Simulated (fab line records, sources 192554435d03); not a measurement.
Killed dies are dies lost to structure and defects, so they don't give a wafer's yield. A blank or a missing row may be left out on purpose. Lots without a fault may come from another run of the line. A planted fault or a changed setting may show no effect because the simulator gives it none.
fab line records | flow n5_finfet
record lots=24 wafers=72 last_day=17
route steps=1938 shown BEOL_M9@1445 BEOL_M10@1523 BEOL_M11@1537
lots that met no fault: from a run of the same line without faults
start_h: hours from the record's first day to the start of the lot's first wafer shown | wait_h: hours since the lot's step before | " the same as in the row above | L1.1+2: a row that stands for several wafers | - no value, or no start given | * or withheld: withheld | < > ~ a bound
route shown NAME@n: a module of which the file shows steps, and the number in the route of the first | usual: mean/standard deviation of fault-free wafers | same: alike in all rows | chamber/n: place in a boat | sites: the reading at each site | _std_site: their standard deviation | _edge_site: outer sites' mean less inner sites' | radius_mm: how far each site lies from the wafer's centre | mask NAME#n: copy n | behind: the tool/chamber that last shaped the wafer | hold: why the lot was held/for how many hours/how that ended | device: the transistor (n, p or np) that didn't switch | end of line: the same wafers' tests at the end of the route | a step without rows: its recipe alone | killed: dies lost to structure and defects at the first sort, not the wafer's yield | map: a wafer's dies, x killed, . not, _ none there
set.NAME: the setting as run; set.NAME@STEP: as run at that earlier step | model.NAME: the simulator's own value behind a step, which no gauge read
steps of the route over a sample of lots; a table a step, a row a wafer
services: from which hour (start_h, from the record's first day; less than 0 if before it) a tool's chamber was out of use, for how many hours, and why
## steps
# step N5_BEOL_M9_STRIP_36
# recipe chemistry=N2/H2 power_w=450 temp_c=40 pressure_mtorr=20 rf_frequency_hz=6e+07 overash_fraction=0.3 bias_power_w=7 h2_frac=0.5 n2_flow_sccm=200 h2_flow_sccm=200
# usual bias_power_w=7.003/0.022 drypump_motor_current_A=5.8/0.4 oes_product_au=0.76/0.084 power_w=449.9/1.3 rf_vpp_V=59.2/1.3 showerhead_plenum_p_Torr=2.53/0.076 throttle_valve_pct=23.6/0.33
# columns lot.wafer tool chamber start_h wait_h bias_power_w drypump_motor_current_A oes_product_au power_w rf_hours_counter_h rf_vpp_V showerhead_plenum_p_Torr throttle_valve_pct
L074.2 rie_diel-02 1 200.84 0.0 7.025 6.0 0.77 453.1 119 58.9 2.45 24.2
L074.3 " 2 " " 7.017 6.3 0.71 449.3 176 57.7 2.63 23.8
L074.5 " 3 " " 7.001 5.8 0.72 450.1 - 59.1 2.50 23.6
L076.1 rie_diel-05 0 215.48 0.0 6.977 6.1 0.82 449.5 75 58.9 2.56 23.8
L076.4 " 2 " " 7.025 5.3 0.72 450.6 197 57.9 2.64 23.5
L076.6 " 3 " " 7.007 6.1 0.79 451.0 - 57.2 2.43 23.2
L075.1 rie_diel-05 0 217.60 0.0 7.012 6.1 0.81 450.9 76 59.8 2.56 23.8
L075.3 " 1 " " 7.067 6.3 0.67 449.8 235 57.8 2.62 23.7
L075.5 " 1 " " 7.033 6.3 0.68 450.1 - 59.6 2.62 23.7
L079.1 rie_diel-05 2 222.78 0.0 7.011 5.3 0.70 451.9 199 58.8 2.64 23.5
L079.2 " 1 " " 6.968 6.3 0.66 452.0 237 58.7 2.61 23.7
L079.5 " 3 " " 6.970 6.2 0.77 451.1 - 60.3 2.43 23.2
L077.2 rie_diel-04 1 222.96 0.0 7.011 5.2 0.86 450.2 52 58.6 2.58 23.6
L077.5 " 2 " " 7.027 6.2 0.74 450.6 - 57.6 2.52 23.6
L077.6 " 1 " " 7.010 5.2 0.88 448.7 - 58.4 2.58 23.6
L078.1 rie_diel-05 0 224.88 0.0 7.015 6.1 0.81 450.3 79 59.8 2.56 23.8
L078.2 " 1 " " 7.025 6.4 0.66 450.7 238 59.0 2.61 23.7
L078.4 " 2 " " 7.005 5.3 0.71 451.0 199 59.5 2.64 23.5
L081.2 rie_diel-02 2 240.13 0.0 7.011 6.3 0.71 452.4 187 59.0 2.63 23.8
L081.4 " 3 " " 7.011 5.9 0.71 450.2 241 58.8 2.50 23.6
L081.5 " 1 " " 7.012 6.0 0.76 450.4 - 59.2 2.44 24.2
L080.2 rie_diel-02 3 242.38 0.0 7.037 5.8 0.70 450.0 242 56.6 2.50 23.6
L080.3 " 2 " " 7.016 6.2 0.71 451.4 188 58.7 2.63 23.8
L080.4 " 1 " " 7.019 6.0 0.76 448.7 132 61.0 2.44 24.2
L082.1 rie_diel-04 3 248.31 0.0 7.002 5.3 0.96 451.0 11 58.5 2.49 22.8
L082.3 " 1 " " 7.018 5.2 0.86 447.3 58 61.6 2.58 23.6
L082.6 " 3 " " 6.990 5.3 0.95 452.2 - 58.9 2.49 22.8
L084.2 rie_diel-02 0 263.18 0.0 7.019 5.8 0.73 448.7 231 59.8 2.50 23.8
L084.5 " 3 " " 7.016 5.8 0.69 449.2 - 56.3 2.50 23.6
L084.6 " 0 " " 6.993 5.7 0.73 450.9 - 56.4 2.50 23.8
L083.1 rie_diel-02 3 265.62 0.0 7.001 5.9 0.70 449.8 249 60.1 2.50 23.6
L083.2 " 1 " " 6.985 6.0 0.76 449.8 139 60.9 2.44 24.2
L083.3 " 2 " " 6.984 6.3 0.71 449.8 195 58.0 2.62 23.8
L085.1 rie_diel-04 1 269.43 0.0 7.007 5.2 0.85 452.2 65 58.2 2.58 23.6
L085.4 " 0 " " 6.992 5.3 0.70 448.9 221 60.3 2.41 23.6
L085.5 " 1 " " 6.979 5.2 0.85 449.8 - 60.2 2.58 23.6
L086.2 rie_diel-02 0 276.41 0.0 6.976 5.8 0.71 450.0 237 59.1 2.50 23.8
L086.4 " 2 " " 7.024 6.2 0.70 450.2 - 60.4 2.62 23.8
L086.6 " 1 " " 7.028 6.0 0.76 449.8 - 58.4 2.44 24.2
L088.1 rie_diel-05 3 291.15 0.0 7.053 6.1 0.76 448.6 135 59.3 2.42 23.2
L088.2 " 0 " " 6.975 6.1 0.81 450.2 104 59.9 2.54 23.8
L088.4 " 3 " " 7.005 6.1 0.75 448.2 - 58.8 2.42 23.2
L087.1 rie_diel-05 2 291.70 0.0 7.014 5.3 0.69 448.8 224 58.9 2.63 23.5
L087.3 " 3 " " 6.974 6.1 0.76 449.8 135 58.2 2.42 23.2
L087.5 " 2 " " 6.983 5.3 0.69 447.5 - 58.8 2.63 23.5
L091.3 rie_diel-02 2 308.65 0.0 6.995 6.3 0.69 448.3 214 57.3 2.62 23.8
L091.4 " 0 " " 6.989 5.8 0.71 446.0 244 61.6 2.49 23.9
L091.6 " 2 " " 6.989 6.3 0.69 449.4 - 58.4 2.61 23.8
L090.2 rie_diel-05 0 308.82 0.0 7.016 6.1 0.79 450.0 109 57.7 2.54 23.8
L090.3 " 2 " " 7.030 5.3 0.68 450.3 230 61.1 2.63 23.5
L090.4 " 3 " " 6.985 6.1 0.75 447.6 140 59.6 2.42 23.2
L089.2 rie_diel-02 2 310.82 0.0 6.996 6.3 0.70 449.2 214 58.7 2.61 23.8
L089.3 " 1 " " 7.005 6.0 0.75 450.7 158 59.6 2.43 24.2
L089.5 " 2 " " 7.002 6.2 0.68 450.3 - 58.4 2.61 23.8
L093.4 rie_diel-04 3 311.01 0.0 7.024 5.3 0.91 451.5 - 59.5 2.48 22.8
L093.5 " 1 " " 6.988 5.2 0.83 449.9 - 62.1 2.58 23.6
L093.6 " 2 " " 6.940 6.3 0.72 451.3 - 60.5 2.51 23.6
L092.1 rie_diel-04 1 319.39 0.0 7.018 5.2 0.83 449.8 74 60.8 2.57 23.6
L092.2 " 2 " " 6.989 6.2 0.72 450.8 196 59.7 2.51 23.7
L092.5 " 0 " " 6.964 5.2 0.70 449.5 - 58.5 2.41 23.7
L094.2 rie_diel-04 1 329.73 0.0 6.980 5.2 0.83 448.9 78 58.4 2.57 23.6
L094.3 " 3 " " 6.992 5.3 0.91 450.3 30 58.2 2.48 22.8
L094.4 " 2 " " 6.993 6.2 0.72 450.4 200 62.3 2.51 23.7
L095.1 rie_diel-02 1 339.81 0.0 6.987 6.0 0.73 451.5 168 58.4 2.43 24.2
L095.4 " 1 " " 7.014 6.0 0.73 449.6 - 59.2 2.43 24.2
L095.5 " 0 " " 7.027 5.8 0.70 448.7 - 58.9 2.49 23.8
L096.1 rie_diel-05 3 342.08 0.0 7.005 6.2 0.75 451.2 151 57.7 2.41 23.2
L096.2 " 0 " " 6.984 6.1 0.78 450.2 120 58.4 2.54 23.8
L096.6 " 2 " " 7.037 5.3 0.68 448.5 - 58.5 2.62 23.5
L097.1 rie_diel-05 1 346.76 0.0 7.029 6.3 0.92 451.0 16 60.6 2.60 23.2
L097.3 " 0 " " 6.988 6.1 0.76 450.4 122 58.8 2.54 23.9
L097.5 " 1 " " 7.030 6.3 0.92 449.5 - 59.1 2.60 23.2
# step N5_BEOL_M10_PRE_CLEAN_45
# recipe gas=H2/He time_s=30 temp_c=250
# usual heater_power_w=352/52
# columns lot.wafer tool chamber start_h wait_h heater_power_w
L074.2 pvd_sputter-01 - 209.41 0.0 329
L074.3 " - " " 258
L074.5 " - " " 335
L076.1 pvd_sputter-03 - 224.14 0.0 400
L076.4 " - " " 310
L076.6 " - " " 397
L075.1 pvd_sputter-02 - 226.77 0.0 414
L075.3 " - " " 417
L075.5 " - " " 405
L079.1 pvd_sputter-01 - 232.59 0.0 344
L079.2 " - " " 440
L079.5 " - " " 341
L077.2 pvd_sputter-02 - 233.11 0.0 328
L077.5 " - " " 427
L077.6 " - " " 316
L078.1 pvd_sputter-02 - 233.79 0.0 409
L078.2 " - " " 327
L078.4 " - " " 419
L081.2 pvd_sputter-03 - 252.76 0.0 353
L081.4 " - " " 315
L081.5 " - " " 310
L080.2 pvd_sputter-01 - 252.84 0.0 267
L080.3 " - " " 336
L080.4 " - " " 325
L082.1 pvd_sputter-02 - 258.67 0.0 322
L082.3 " - " " 408
L082.6 " - " " 333
L084.2 pvd_sputter-03 - 273.72 0.0 366
L084.5 " - " " 356
L084.6 " - " " 304
L083.1 pvd_sputter-03 - 276.48 0.0 360
L083.2 " - " " 329
L083.3 " - " " 310
L085.1 pvd_sputter-01 - 283.93 0.0 447
L085.4 " - " " 255
L085.5 " - " " 322
L086.2 pvd_sputter-01 - 286.54 0.0 260
L086.4 " - " " 439
L086.6 " - " " 326
L088.1 pvd_sputter-02 - 304.66 0.0 406
L088.2 " - " " 330
L088.4 " - " " 416
L087.1 pvd_sputter-02 - 304.82 0.0 322
L087.3 " - " " 404
L087.5 " - " " 410
L089.2 pvd_sputter-01 - 317.16 0.0 338
L089.3 " - " " 318
L089.5 " - " " 264
L090.2 pvd_sputter-02 - 319.64 0.0 410
L090.3 " - " " 409
L090.4 " - " " 329
L091.3 pvd_sputter-02 - 319.72 0.0 330
L091.4 " - " " 405
L091.6 " - " " 321
L093.4 pvd_sputter-01 - 320.26 0.0 263
L093.5 " - " " 330
L093.6 " - " " 434
L092.1 pvd_sputter-01 - 325.72 0.0 337
L092.2 " - " " 327
L092.5 " - " " 332
L094.2 pvd_sputter-02 - 339.28 0.0 324
L094.3 " - " " 411
L094.4 " - " " 420
L095.1 pvd_sputter-01 - 349.76 0.0 432
L095.4 " - " " 340
L095.5 " - " " 431
L096.1 pvd_sputter-01 - 350.48 0.0 326
L096.2 " - " " 264
L096.6 " - " " 336
L097.1 pvd_sputter-02 - 356.78 0.0 407
L097.3 " - " " 326
L097.5 " - " " 420
# step N5_BEOL_M10_INSPECT_58
# recipe inspect_instrument=darkfield mode=post_dep
# usual raw_defect_count=72/23
# columns lot.wafer tool chamber start_h wait_h raw_defect_count
L074.2 defect_inspect-01 - 210.99 0.0 43
L074.3 " - " " 82
L074.5 " - " " 93
L076.1 defect_inspect-02 - 227.01 0.0 73
L076.4 " - " " 51
L076.6 " - " " 68
L075.1 defect_inspect-01 - 228.42 0.0 58
L075.3 " - " " 72
L075.5 " - " " 90
L079.1 defect_inspect-02 - 235.03 0.0 50
L079.2 " - " " 90
L079.5 " - " " 68
L077.2 defect_inspect-02 - 235.30 0.0 63
L077.5 " - " " 46
L077.6 " - " " 51
L078.1 defect_inspect-02 - 235.65 0.0 62
L078.2 " - " " 92
L078.4 " - " " 47
L081.2 defect_inspect-02 - 254.29 0.0 130
L081.4 " - " " 83
L081.5 " - " " 78
L080.2 defect_inspect-01 - 254.40 0.0 50
L080.3 " - " " 54
L080.4 " - " " 68
L082.1 defect_inspect-02 - 260.42 0.0 64
L082.3 " - " " 52
L082.6 " - " " 71
L084.2 defect_inspect-01 - 275.58 0.0 60
L084.5 " - " " 83
L084.6 " - " " 31
L083.1 defect_inspect-01 - 278.55 0.0 55
L083.2 " - " " 53
L083.3 " - " " 71
L085.1 defect_inspect-02 - 285.67 0.0 83
L085.4 " - " " 39
L085.5 " - " " 43
L086.2 defect_inspect-02 - 288.64 0.0 55
L086.4 " - " " 53
L086.6 " - " " 55
L088.1 defect_inspect-01 - 306.27 0.0 45
L088.2 " - " " 49
L088.4 " - " " 86
L087.1 defect_inspect-01 - 306.46 0.0 69
L087.3 " - " " 124
L087.5 " - " " 111
L089.2 defect_inspect-01 - 319.17 0.0 94
L089.3 " - " " 38
L089.5 " - " " 64
L090.2 defect_inspect-01 - 321.29 0.0 116
L090.3 " - " " 83
L090.4 " - " " 75
L091.3 defect_inspect-01 - 321.56 0.0 79
L091.4 " - " " 74
L091.6 " - " " 74
L093.4 defect_inspect-01 - 322.34 0.0 69
L093.5 " - " " 79
L093.6 " - " " 70
L092.1 defect_inspect-02 - 327.59 0.0 75
L092.2 " - " " 59
L092.5 " - " " 51
L094.2 defect_inspect-01 - 341.30 0.0 59
L094.3 " - " " 33
L094.4 " - " " 66
L095.1 defect_inspect-01 - 351.33 0.0 109
L095.4 " - " " 96
L095.5 " - " " 43
L096.1 defect_inspect-01 - 352.26 0.0 52
L096.2 " - " " 51
L096.6 " - " " 41
L097.1 defect_inspect-02 - 358.70 0.0 113
L097.3 " - " " 76
L097.5 " - " " 83
# step N5_BEOL_M11_CURE_71
# recipe temp_c=385 time_s=240 ambient=He/Ar material=SiCOH_lowk
# usual lamp_power_pct=52.32/0.056 wafer_temp_C_max=386.7/0.78
# columns lot.wafer tool chamber start_h wait_h lamp_power_pct wafer_temp_C_max
L074.2 uv_cure-03 2 211.18 0.1 52.26 386.0
L074.3 " 2 " " 52.23 386.5
L074.5 " 2 " " 52.30 386.5
L076.1 uv_cure-01 1 227.17 0.1 52.23 387.3
L076.4 " 1 " " 52.31 387.8
L076.6 " 1 " " 52.29 388.0
L075.1 uv_cure-01 1 228.57 0.1 52.28 386.2
L075.3 " 1 " " 52.34 386.8
L075.5 " 1 " " 52.30 387.1
L079.1 uv_cure-01 2 235.15 0.1 52.33 387.3
L079.2 " 2 " " 52.36 386.8
L079.5 " 2 " " 52.45 386.9
L077.2 uv_cure-01 2 235.71 0.3 52.18 386.3
L077.5 " 2 " " 52.29 387.3
L077.6 " 2 " " 52.35 386.7
L078.1 uv_cure-01 1 236.11 0.4 52.46 388.6
L078.2 " 1 " " 52.26 388.3
L078.4 " 1 " " 52.37 387.5
L081.2 uv_cure-03 1 254.49 0.1 52.37 386.1
L081.4 " 1 " " 52.35 386.1
L081.5 " 1 " " 52.33 385.7
L080.2 uv_cure-02 2 254.68 0.2 52.35 386.1
L080.3 " 2 " " 52.31 385.9
L080.4 " 2 " " 52.31 386.8
L082.1 uv_cure-02 0 260.54 0.0 52.34 388.1
L082.3 " 0 " " 52.33 387.7
L082.6 " 0 " " 52.28 387.8
L084.2 uv_cure-02 2 275.78 0.1 52.30 386.2
L084.5 " 2 " " 52.32 386.0
L084.6 " 2 " " 52.29 386.4
L083.1 uv_cure-03 1 278.67 0.0 52.39 385.6
L083.2 " 1 " " 52.31 385.8
L083.3 " 1 " " 52.34 385.9
L085.1 uv_cure-01 2 285.80 0.0 52.32 386.5
L085.4 " 2 " " 52.31 387.7
L085.5 " 2 " " 52.22 387.0
L086.2 uv_cure-01 2 288.84 0.1 52.18 386.9
L086.4 " 2 " " 52.27 387.0
L086.6 " 2 " " 52.19 386.9
L088.1 uv_cure-01 0 306.42 0.1 52.33 387.3
L088.2 " 0 " " 52.25 387.0
L088.4 " 0 " " 52.25 387.4
L087.1 uv_cure-03 1 306.58 0.0 52.33 386.0
L087.3 " 1 " " 52.33 385.8
L087.5 " 1 " " 52.34 386.0
L089.2 uv_cure-02 2 319.45 0.2 52.35 386.5
L089.3 " 2 " " 52.30 385.9
L089.5 " 2 " " 52.31 387.2
L090.2 uv_cure-02 1 321.73 0.4 52.31 386.4
L090.3 " 1 " " 52.29 386.5
L090.4 " 1 " " 52.33 386.6
L091.3 uv_cure-01 2 321.85 0.2 52.33 386.7
L091.4 " 2 " " 52.27 386.5
L091.6 " 2 " " 52.36 386.9
L093.4 uv_cure-03 1 323.02 0.6 52.25 386.1
L093.5 " 1 " " 52.39 385.7
L093.6 " 1 " " 52.30 386.3
L092.1 uv_cure-01 0 327.73 0.1 52.37 387.0
L092.2 " 0 " " 52.34 387.6
L092.5 " 0 " " 52.32 387.0
L094.2 uv_cure-02 2 341.57 0.2 52.29 386.2
L094.3 " 2 " " 52.27 386.2
L094.4 " 2 " " 52.26 386.2
L095.1 uv_cure-03 1 351.45 0.0 52.29 385.7
L095.4 " 1 " " 52.31 385.5
L095.5 " 1 " " 52.29 386.1
L096.1 uv_cure-01 0 352.37 0.0 52.35 386.5
L096.2 " 0 " " 52.24 386.8
L096.6 " 0 " " 52.35 386.9
L097.1 uv_cure-01 1 358.81 0.0 52.41 387.1
L097.3 " 1 " " 52.34 389.2
L097.5 " 1 " " 52.37 388.3
# step N5_BEOL_M11_INSPECT_13
# recipe mode=adi inspect_instrument=brightfield
# usual raw_defect_count=419/98
# columns lot.wafer tool chamber start_h wait_h raw_defect_count
L074.2 defect_inspect-02 - 212.77 0.0 560
L074.3 " - " " 587
L074.5 " - " " 558
L076.1 defect_inspect-01 - 228.21 0.0 498
L076.4 " - " " 357
L076.6 " - " " 360
L075.1 defect_inspect-02 - 231.07 0.0 319
L075.3 " - " " 586
L075.5 " - " " 452
L079.1 defect_inspect-02 - 238.06 0.0 238
L079.2 " - " " 481
L079.5 " - " " 414
L077.2 defect_inspect-02 - 238.40 0.0 321
L077.5 " - " " 345
L077.6 " - " " 404
L078.1 defect_inspect-01 - 239.75 0.0 364
L078.2 " - " " 386
L078.4 " - " " 351
L081.2 defect_inspect-02 - 256.05 0.0 523
L081.4 " - " " 319
L081.5 " - " " 378
L080.2 defect_inspect-01 - 262.93 0.0 209
L080.3 " - " " 342
L080.4 " - " " 365
L082.1 defect_inspect-02 - 263.54 0.0 366
L082.3 " - " " 412
L082.6 " - " " 480
L084.2 defect_inspect-01 - 277.84 0.0 316
L084.5 " - " " 395
L084.6 " - " " 262
L083.1 defect_inspect-02 - 283.83 0.0 633
L083.2 " - " " 389
L083.3 " - " " 398
L085.1 defect_inspect-01 - 287.15 0.0 339
L085.4 " - " " 313
L085.5 " - " " 318
L086.2 defect_inspect-02 - 290.53 0.0 415
L086.4 " - " " 331
L086.6 " - " " 329
L088.1 defect_inspect-02 - 309.38 0.0 389
L088.2 " - " " 561
L088.4 " - " " 365
L087.1 defect_inspect-02 - 309.55 0.0 526
L087.3 " - " " 517
L087.5 " - " " 443
L089.2 defect_inspect-02 - 321.15 0.0 497
L089.3 " - " " 622
L089.5 " - " " 553
L091.3 defect_inspect-02 - 323.09 0.0 610
L091.4 " - " " 441
L091.6 " - " " 440
L093.4 defect_inspect-01 - 325.41 0.0 280
L093.5 " - " " 398
L093.6 " - " " 305
L090.2 defect_inspect-02 - 325.57 0.0 492
L090.3 " - " " 471
L090.4 " - " " 389
L092.1 defect_inspect-02 - 330.49 0.0 453
L092.2 " - " " 321
L092.5 " - " " 325
L094.2 defect_inspect-01 - 343.48 0.0 455
L094.3 " - " " 358
L094.4 " - " " 418
L095.1 defect_inspect-01 - 353.58 0.0 533
L095.4 " - " " 432
L095.5 " - " " 334
L096.1 defect_inspect-02 - 354.68 0.0 387
L096.2 " - " " 409
L096.6 " - " " 345
L097.1 defect_inspect-02 - 360.39 0.0 443
L097.3 " - " " 395
L097.5 " - " " 416
# step N5_BEOL_M11_DESCUM_16
# recipe chemistry=O2 time_s=7.9 source_power_w=50 bias_power_w=20 pressure_mtorr=20 rf_frequency_hz=2.712e+07 temp_c=40 resist=CAR-ArF o2_flow_sccm=225
# usual bias_power_w=19.99/0.062 drypump_motor_current_A=5.8/0.41 oes_product_au=0.76/0.078 rf_vpp_V=243.0/1.2 showerhead_plenum_p_Torr=2.09/0.06 throttle_valve_pct=20.49/0.26
# columns lot.wafer tool chamber start_h wait_h bias_power_w drypump_motor_current_A oes_product_au rf_hours_counter_h rf_vpp_V showerhead_plenum_p_Torr throttle_valve_pct
L074.2 rie_diel-02 3 212.81 0.0 20.02 5.8 0.72 233 242.2 2.06 20.20
L074.3 " 2 " " 20.06 6.3 0.72 180 244.0 2.18 20.61
L074.5 " 1 " " 20.05 6.0 0.78 - 243.0 2.02 20.82
L076.1 rie_diel-02 0 228.44 0.2 20.01 5.8 0.73 222 242.6 2.07 20.65
L076.4 " 2 " " 19.96 6.3 0.72 185 242.0 2.18 20.64
L076.6 " 2 " " 19.95 6.2 0.72 - 244.8 2.18 20.62
L075.1 rie_diel-02 1 231.10 0.0 19.99 6.0 0.76 129 243.1 2.02 20.84
L075.3 " 2 " " 19.99 6.3 0.72 185 243.2 2.18 20.65
L075.5 " 0 " " 19.98 5.7 0.73 - 242.7 2.07 20.64
L079.1 rie_diel-05 2 238.10 0.0 19.92 5.3 0.69 203 243.7 2.17 20.32
L079.2 " 1 " " 20.01 6.3 0.66 242 243.5 2.16 20.48
L079.5 " 3 " " 20.04 6.1 0.77 - 241.7 2.03 20.49
L077.2 rie_diel-02 3 238.44 0.0 19.97 5.9 0.71 240 243.7 2.06 20.21
L077.5 " 2 " " 20.05 6.3 0.71 - 244.0 2.17 20.61
L077.6 " 3 " " 19.97 5.9 0.71 - 241.8 2.06 20.21
L078.1 rie_diel-04 3 240.33 0.6 20.02 5.3 0.97 9 242.9 2.07 19.91
L078.2 " 2 " " 19.94 6.2 0.73 179 242.6 2.08 20.69
L078.4 " 1 " " 20.01 5.2 0.87 56 244.1 2.13 20.46
L081.2 rie_diel-04 0 256.09 0.0 20.07 5.2 0.70 218 242.6 1.97 20.46
L081.4 " 1 " " 19.90 5.2 0.85 61 244.2 2.13 20.47
L081.5 " 1 " " 19.93 5.3 0.85 - 243.7 2.13 20.48
L080.2 rie_diel-05 3 263.13 0.2 19.94 6.1 0.76 124 241.8 2.03 20.51
L080.3 " 2 " " 19.88 5.3 0.70 210 242.8 2.16 20.33
L080.4 " 0 " " 19.96 6.1 0.82 90 243.5 2.11 20.59
L082.1 rie_diel-02 2 264.24 0.7 20.06 6.3 0.70 194 245.0 2.17 20.63
L082.3 " 0 " " 20.00 5.8 0.72 232 241.6 2.07 20.67
L082.6 " 0 " " 20.03 5.8 0.71 - 242.1 2.07 20.66
L084.2 rie_diel-05 0 279.05 1.2 19.95 6.1 0.80 97 243.8 2.11 20.61
L084.5 " 3 " " 20.04 6.2 0.76 - 242.4 2.03 20.51
L084.6 " 0 " " 19.87 6.1 0.80 - 241.7 2.11 20.60
L083.1 rie_diel-02 2 284.68 0.8 20.08 6.3 0.70 204 244.0 2.17 20.66
L083.2 " 1 " " 19.96 6.0 0.75 147 242.4 2.01 20.89
L083.3 " 1 " " 19.94 6.0 0.74 - 241.3 2.01 20.87
L085.1 rie_diel-02 2 287.34 0.2 19.85 6.3 0.70 205 245.5 2.17 20.68
L085.4 " 2 " " 19.89 6.3 0.70 - 245.4 2.17 20.65
L085.5 " 1 " " 20.06 6.0 0.75 - 242.7 2.01 20.87
L086.2 rie_diel-05 2 290.56 0.0 19.94 5.3 0.69 224 244.4 2.16 20.35
L086.4 " 3 " " 19.97 6.1 0.75 - 243.8 2.03 20.52
L086.6 " 0 " " 20.03 6.1 0.78 - 242.8 2.11 20.61
L088.1 rie_diel-04 3 309.99 0.6 20.09 5.3 0.92 23 241.6 2.07 19.92
L088.2 " 1 " " 19.95 5.3 0.85 71 243.3 2.12 20.49
L088.4 " 0 " " 19.96 5.2 0.69 228 242.7 1.97 20.48
L087.1 rie_diel-02 0 310.00 0.5 19.87 5.8 0.71 244 242.9 2.06 20.68
L087.3 " 2 " " 20.05 6.2 0.69 214 243.0 2.16 20.68
L087.5 " 0 " " 19.90 5.8 0.70 - 241.7 2.06 20.68
L089.2 rie_diel-05 2 321.18 0.0 19.87 5.3 0.68 234 244.2 2.15 20.37
L089.3 " 1 " " 19.89 6.3 0.93 8 244.4 2.15 20.00
L089.5 " 1 " " 20.02 6.3 0.94 - 244.8 2.15 20.00
L091.3 rie_diel-05 2 323.12 0.0 20.03 5.3 0.68 235 245.7 2.15 20.39
L091.4 " 3 " " 20.15 6.1 0.74 145 240.2 2.02 20.53
L091.6 " 2 " " 20.04 5.3 0.67 - 242.8 2.15 20.37
L093.4 rie_diel-04 0 325.60 0.2 19.93 5.2 0.69 232 241.8 1.97 20.51
L093.5 " 1 " " 20.02 5.2 0.84 - 242.3 2.12 20.51
L093.6 " 2 " " 19.97 6.2 0.71 - 243.1 2.07 20.70
L090.2 rie_diel-04 2 325.85 0.3 20.07 6.3 0.71 199 242.3 2.07 20.71
L090.3 " 3 " " 20.01 5.3 0.90 29 243.8 2.06 19.94
L090.4 " 0 " " 20.04 5.2 0.69 232 242.4 1.97 20.51
L092.1 rie_diel-05 3 330.52 0.0 19.95 6.1 0.74 148 241.1 2.02 20.55
L092.2 " 0 " " 19.96 6.1 0.77 117 243.0 2.10 20.63
L092.5 " 1 " " 19.98 6.3 0.92 - 244.4 2.15 20.02
L094.2 rie_diel-05 3 343.62 0.1 20.01 6.1 0.74 151 242.2 2.02 20.55
L094.3 " 1 " " 19.97 6.3 0.92 15 244.2 2.15 20.01
L094.4 " 2 " " 20.06 5.3 0.67 241 244.6 2.15 20.38
L095.1 rie_diel-04 1 353.61 0.0 19.99 5.2 0.83 85 243.6 2.12 20.50
L095.4 " 2 " " 19.97 6.2 0.71 207 244.7 2.07 20.73
L095.5 " 3 " " 20.06 5.2 0.89 - 243.1 2.06 19.95
L096.1 rie_diel-05 1 354.71 0.0 20.01 6.3 0.91 18 242.2 2.15 20.03
L096.2 " 3 " " 20.05 6.1 0.73 155 242.8 2.02 20.56
L096.6 " 1 " " 19.98 6.3 0.91 - 243.3 2.15 20.01
L097.1 rie_diel-04 3 360.43 0.0 20.06 5.3 0.88 40 241.9 2.06 19.96
L097.3 " 0 " " 19.94 5.2 0.67 243 242.7 1.96 20.52
L097.5 " 0 " " 19.96 5.3 0.68 - 241.2 1.96 20.51
## services
# columns tool chamber start_h hours kind
rie_diel-04 2 180.80 8.5 repair
uv_cure-01 - 201.85 7.1 repair
uv_cure-02 - 221.70 1.0 pm
rie_diel-04 1 229.69 7.4 repair
uv_cure-02 - 248.79 5.7 repair
uv_cure-02 - 259.17 1.2 repair
rie_diel-05 3 265.18 6.2 repair
uv_cure-03 - 266.49 0.5 repair
rie_diel-05 1 271.34 - clean
rie_diel-05 1 271.34 - consumable_replace:focus_ring
rie_diel-04 - 273.42 14.6 pm
pvd_sputter-03 - 278.15 5.5 repair
rie_diel-02 0 279.54 8.0 repair
uv_cure-02 - 287.91 0.4 repair
rie_diel-02 0 289.38 4.3 repair
pvd_sputter-02 - 294.67 5.9 repair
pvd_sputter-01 - 310.24 2.1 repair
rie_diel-02 0 316.61 4.1 repair
uv_cure-01 - 318.81 1.0 pm
rie_diel-02 2 319.89 2.5 repair
rie_diel-02 3 323.57 29.4 repair
rie_diel-02 1 326.74 3.5 repair
uv_cure-01 - 332.29 5.1 repair
rie_diel-04 0 356.87 1.3 repair
## key
fault none
